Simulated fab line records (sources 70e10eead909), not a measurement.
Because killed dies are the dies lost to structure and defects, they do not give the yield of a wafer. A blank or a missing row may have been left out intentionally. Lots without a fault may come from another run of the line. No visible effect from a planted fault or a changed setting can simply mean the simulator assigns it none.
One fault seen from 2 desks / flow nand-harc / every desk sees just its own numbers, and what lay behind them comes last

THE METROLOGY DESK
Means of the sampled wafers that have a number, per lot and without regard to the tool the lot ran on: this is what the gauges read. Marked OUT: a lot whose mean sits more than 4 standard deviations from the usual mean, which makes it out of limits; the brackets give that distance.
Columns: A = thk-nm at NHARC_P_M2_THK_MEAS_24, usual 144.3 nm
lot=L340; first seen here=day 6 17:41; A=146.2
lot=L339; first seen here=day 6 18:19; A=144.1
lot=L341; first seen here=day 6 18:53; A=143.3
lot=L342; first seen here=day 7 01:10; A=145.0
lot=L343; first seen here=day 7 13:31; A=145.1
lot=L346; first seen here=day 8 00:05; A=145.3
lot=L347; first seen here=day 8 06:45; A=142.6
lot=L352; first seen here=day 9 16:43; A=145.3
lot=L355; first seen here=day 10 07:59; A=143.3
lot=L359; first seen here=day 10 23:21; A=143.1
lot=L358; first seen here=day 11 01:29; A=143.6
lot=L362; first seen here=day 11 18:17; A=145.2
lot=L361; first seen here=day 11 23:08; A=143.4
This desk found nothing out of limits on any of the 13 lots.

DESK OF THE TOOL OWNER: ecd-cu-02
The tool's own readings at NHARC_P_M2_ECD_22 (material Cu, target thk 400 nm): means of the sampled wafers that have a number, for each lot that ran on this tool. Marked OUT: a lot whose mean sits more than 4 standard deviations from the usual mean, which makes it out of limits; the brackets give that distance.
Columns: A = bath-temp-c at NHARC_P_M2_ECD_22, usual 24.99 C
lot=L340; first seen here=day 6 16:38; A=24.92
lot=L341; first seen here=day 6 17:50; A=24.93
lot=L343; first seen here=day 7 12:20; A=25.09
lot=L346; first seen here=day 7 23:03; A=24.99
lot=L347; first seen here=day 8 05:44; A=24.96
lot=L352; first seen here=day 9 15:44; A=25.25
lot=L355; first seen here=day 10 06:57; A=25.31
This desk found nothing out of limits on any of the 7 lots.

BROUGHT TOGETHER
Metrology desk: nothing out of limits seen.
Nothing out of limits was seen by the tool owner's desk.

WHAT THE SIMULATOR HAD PUT IN
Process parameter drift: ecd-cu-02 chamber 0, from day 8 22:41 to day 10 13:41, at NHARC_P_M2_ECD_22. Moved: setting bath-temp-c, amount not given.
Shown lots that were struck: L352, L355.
